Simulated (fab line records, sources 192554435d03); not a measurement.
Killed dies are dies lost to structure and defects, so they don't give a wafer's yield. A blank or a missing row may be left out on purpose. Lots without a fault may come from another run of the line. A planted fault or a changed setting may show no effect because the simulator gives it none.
fab line records | flow n5_finfet | part 2 of 2: steps 23 to 33 of 33
record lots=5 wafers=15 last_day=18
route steps=1938 shown TV_OPEN@1890 PAD_METAL@1893 PASSIVATION@1897
lots that met no fault: from a run of the same line without faults
start_h: hours from the record's first day to the start of the lot's first wafer shown | wait_h: hours since the lot's step before | " the same as in the row above | L1.1+2: a row that stands for several wafers | - no value, or no start given | * or withheld: withheld | < > ~ a bound
route shown NAME@n: a module of which the file shows steps, and the number in the route of the first | usual: mean/standard deviation of fault-free wafers | same: alike in all rows | chamber/n: place in a boat | sites: the reading at each site | _std_site: their standard deviation | _edge_site: outer sites' mean less inner sites' | radius_mm: how far each site lies from the wafer's centre | mask NAME#n: copy n | behind: the tool/chamber that last shaped the wafer | hold: why the lot was held/for how many hours/how that ended | device: the transistor (n, p or np) that didn't switch | end of line: the same wafers' tests at the end of the route | a step without rows: its recipe alone | killed: dies lost to structure and defects at the first sort, not the wafer's yield | map: a wafer's dies, x killed, . not, _ none there
set.NAME: the setting as run; set.NAME@STEP: as run at that earlier step | model.NAME: the simulator's own value behind a step, which no gauge read
lots at some steps of the route; a table a step, a row a wafer
services: from which hour (start_h, from the record's first day; less than 0 if before it) a tool's chamber was out of use, for how many hours, and why
## steps
# step N5_PASSIVATION_STRIP_51
# recipe chemistry=post_etch_residue_remover time_s=1200 temp_c=72.5
# same time_s=1200
# columns lot.wafer tool chamber start_h wait_h
L089.1+2+5 wet_bench-06 3,4,5 369.38 -
L093.3+4+6 wet_bench-05 1,3,5 378.31 -
L091.2+4+5 wet_bench-06 7,2,4 378.96 -
L094.3+4+5 wet_bench-05 6,0,1 420.11 -
L095.2+4+6 wet_bench-05 3,1,6 420.55 -
# step N5_PASSIVATION_CLEAN_69
# recipe chemistry=IPA time_s=180 temp_c=25
# same time_s=180
# columns lot.wafer tool chamber start_h wait_h
L089.1+2+5 wet_bench-06 3,4,5 369.71 0.0
L093.3+4+6 wet_bench-05 1,3,5 378.64 0.0
L091.2+4+5 wet_bench-06 7,2,4 379.29 0.0
L094.3+4+5 wet_bench-05 6,0,1 420.48 0.0
L095.2+4+6 wet_bench-05 3,1,6 420.88 0.0
# step N5_PASSIVATION_SRD_70
# recipe dry=ipa_marangoni time_s=30 temp_c=23 rinse_liquid=diw
# same time_s=30
# columns lot.wafer tool chamber start_h wait_h
L089.1+2+5 wet_bench-06 3,4,5 369.77 0.0
L093.3+4+6 wet_bench-05 1,3,5 378.69 0.0
L091.2+4+5 wet_bench-06 7,2,4 379.35 0.0
L094.3+4+5 wet_bench-05 6,0,1 420.53 0.0
L095.2+4+6 wet_bench-05 3,1,6 420.94 0.0
# step N5_PASSIVATION_PECVD_53
# recipe material=SiO2 target_thk_a=8000 temp_c=400 precursor=TEOS/O2 pressure_torr=6.5 rf_w=withheld teos_flow_sccm=withheld gas=O2 flow_sccm=2650 time_s=169.4
# usual susceptor_temp_C=399.98/0.23
# same time_s=169.4
# columns lot.wafer tool chamber start_h wait_h susceptor_temp_C
L089.1 pecvd-04 2 369.81 0.0 399.90
L089.2 " 1 " " 400.10
L089.5 " 1 " " 399.75
L093.3 pecvd-01 0 378.74 0.0 400.03
L093.4 " 0 " " 399.92
L093.6 " 2 " " 399.83
L091.2 pecvd-04 0 379.39 0.0 399.93
L091.4 " 0 " " 400.36
L091.5 " 2 " " 399.60
L094.3 pecvd-01 2 420.58 0.0 399.98
L094.4 " 0 " " 399.98
L094.5 " 1 " " 399.87
L095.2 pecvd-04 0 420.98 0.0 400.05
L095.4 " 0 " " 399.84
L095.6 " 2 " " 399.94
# step N5_PASSIVATION_PECVD_35
# recipe material=SiNx target_thk_a=7000 temp_c=400 precursor=SiH4/NH3/N2 pressure_torr=4.9 rf_w=1406 time_s=151.3
# usual heater_power_w=352/91 showerhead_plenum_p_Torr=8.69/0.07 susceptor_temp_C=399.97/0.22 throttle_valve_pct=28.9/1.2
# same time_s=151.3
# columns lot.wafer tool chamber start_h wait_h heater_power_w showerhead_plenum_p_Torr susceptor_temp_C throttle_valve_pct
L089.1 pecvd-04 2 369.92 0.1 246 8.61 399.81 28.2
L089.2 " 1 " " 278 8.72 399.81 29.4
L089.5 " 1 " " 323 8.72 400.11 29.4
L093.3 pecvd-01 0 378.85 0.1 317 8.76 400.28 26.6
L093.4 " 0 " " 359 8.75 400.63 26.3
L093.6 " 2 " " 541 8.69 399.82 29.3
L091.2 pecvd-04 0 379.56 0.1 420 8.79 399.88 30.9
L091.4 " 0 " " 277 8.77 400.04 30.5
L091.5 " 2 " " 242 8.60 400.07 27.9
L094.3 pecvd-01 2 420.69 0.1 516 8.68 399.85 29.2
L094.4 " 0 " " 278 8.76 400.13 26.6
L094.5 " 1 " " 239 8.72 399.91 27.6
L095.2 pecvd-04 0 421.09 0.1 347 8.77 399.99 30.9
L095.4 " 0 " " 386 8.82 400.19 30.8
L095.6 " 2 " " 246 8.61 399.86 28.4
# step N5_PASSIVATION_HMDS_37
# recipe time_s=60 temp_c=120
# usual chill_plate_temp_C=22.96/0.1
# same time_s=60
# columns lot.wafer tool chamber start_h wait_h chill_plate_temp_C
L089.1 litho_track-04 0 370.06 0.1 22.93
L089.2 " 0 " " 22.74
L089.5 " 0 " " 22.78
L093.3 litho_track-04 0 378.99 0.1 23.02
L093.4 " 0 " " 22.95
L093.6 " 0 " " 23.10
L091.2 litho_track-05 0 379.75 0.1 22.98
L091.4 " 0 " " 22.85
L091.5 " 0 " " 22.97
L094.3 litho_track-04 0 420.83 0.1 23.07
L094.4 " 0 " " 22.95
L094.5 " 0 " " 22.95
L095.2 litho_track-04 0 421.23 0.1 22.94
L095.4 " 0 " " 22.93
L095.6 " 0 " " 22.83
# step N5_PASSIVATION_COAT_38
# recipe spin_rpm=3000 resist_thk_nm=withheld
# usual chill_plate_temp_C=23.01/0.11
# columns lot.wafer tool chamber start_h wait_h chill_plate_temp_C
L089.1 litho_track-04 0 - - 22.96
L089.2 " 0 " " 23.13
L089.5 " 0 " " 22.98
L093.3 litho_track-04 0 - - 23.01
L093.4 " 0 " " 23.04
L093.6 " 0 " " 23.01
L091.2 litho_track-05 0 - - 23.06
L091.4 " 0 " " 23.02
L091.5 " 0 " " 23.18
L094.3 litho_track-04 0 - - 23.00
L094.4 " 0 " " 22.95
L094.5 " 0 " " 23.03
L095.2 litho_track-04 0 - - 23.09
L095.4 " 0 " " 22.95
L095.6 " 0 " " 23.00
# step N5_PASSIVATION_EBR_40
# recipe solvent=PGMEA ebr_width_mm=1.5
# usual chill_plate_temp_C=22.99/0.1
# columns lot.wafer tool chamber start_h wait_h chill_plate_temp_C
L089.1 litho_track-04 0 - - 22.98
L089.2 " 0 " " 23.03
L089.5 " 0 " " 22.89
L093.3 litho_track-04 0 - - 22.98
L093.4 " 0 " " 23.02
L093.6 " 0 " " 22.93
L091.2 litho_track-05 0 - - 23.00
L091.4 " 0 " " 22.95
L091.5 " 0 " " 22.78
L094.3 litho_track-04 0 - - 23.02
L094.4 " 0 " " 22.92
L094.5 " 0 " " 22.83
L095.2 litho_track-04 0 - - 22.96
L095.4 " 0 " " 23.04
L095.6 " 0 " " 22.94
# step N5_PASSIVATION_SOFTBAKE_39
# recipe temp_c=110 time_s=120
# usual chill_plate_temp_C=22.97/0.13
# same time_s=120
# columns lot.wafer tool chamber start_h wait_h chill_plate_temp_C
L089.1 litho_track-04 0 - - 22.76
L089.2 " 0 " " 22.82
L089.5 " 0 " " 22.81
L093.3 litho_track-04 0 - - 23.13
L093.4 " 0 " " 23.06
L093.6 " 0 " " 23.04
L091.2 litho_track-05 0 - - 23.09
L091.4 " 0 " " 23.13
L091.5 " 0 " " 22.92
L094.3 litho_track-04 0 - - 22.86
L094.4 " 0 " " 23.06
L094.5 " 0 " " 23.16
L095.2 litho_track-04 0 - - 22.91
L095.4 " 0 " " 22.84
L095.6 " 0 " " 22.94
# step N5_PASSIVATION_EXPOSE_41
# recipe mask_id=PASS_OPEN na=0.55 defocus_nm=0 source_shape=conventional sigma_outer=0.8 polarization=unpolarized target_cd_nm=40000 dose_mj=57.25
# columns lot.wafer tool chamber start_h wait_h mask
L089.1+2+5 krf_scanner-01 0 370.30 - PASS_OPEN#0
L093.3+4+6 krf_scanner-02 0 379.12 - PASS_OPEN#0
L091.2+4+5 krf_scanner-02 0 379.87 - PASS_OPEN#0
L094.3+4+5 krf_scanner-01 0 421.08 - PASS_OPEN#0
L095.2+4+6 krf_scanner-01 0 421.35 - PASS_OPEN#0
# step N5_PASSIVATION_PEB_42
# recipe peb_temp_c=withheld peb_time_s=*
# usual chill_plate_temp_C=*
# same peb_time_s=*
# columns lot.wafer tool chamber start_h wait_h chill_plate_temp_C
L089.1 litho_track-03 0 370.36 0.1 *
L089.2 " 0 " " *
L089.5 " 0 " " *
L093.3 litho_track-04 0 379.17 0.0 *
L093.4 " 0 " " *
L093.6 " 0 " " *
L091.2 litho_track-05 0 379.93 0.0 *
L091.4 " 0 " " *
L091.5 " 0 " " *
L094.3 litho_track-05 0 421.13 0.0 *
L094.4 " 0 " " *
L094.5 " 0 " " *
L095.2 litho_track-04 0 421.41 0.0 *
L095.4 " 0 " " *
L095.6 " 0 " " *
## services
# columns tool chamber start_h hours kind
rie_diel-03 1 344.53 6.7 repair
rie_diel-06 1 347.24 8.0 repair
wet_bench-06 - 350.49 2.3 repair
litho_track-03 - 351.65 - consumable_replace:filter
rie_diel-04 0 355.13 2.6 repair
pecvd-01 - 357.40 1.4 repair
krf_scanner-02 - 361.94 0.8 pm
rie_diel-01 1 364.05 3.9 repair
rie_diel-02 2 370.56 11.4 repair
rie_diel-05 2 371.44 6.7 repair
rie_diel-02 0 374.23 10.2 repair
rie_diel-05 1 376.36 4.9 repair
rie_diel-01 3 376.43 7.4 repair
rie_metal-02 - 378.99 0.3 repair
pecvd-04 1 379.18 5.5 scheduled_down
rie_metal-02 - 388.49 0.2 repair
rie_diel-06 2 390.90 3.9 repair
krf_scanner-02 - 395.09 1.3 pm
pecvd-04 1 399.70 2.1 scheduled_down
pecvd-04 - 406.62 0.7 repair
rie_diel-04 0 406.67 2.9 repair
rie_diel-01 - 407.84 3.0 repair
rie_diel-06 3 415.24 19.4 repair
rie_diel-05 3 417.28 12.7 repair
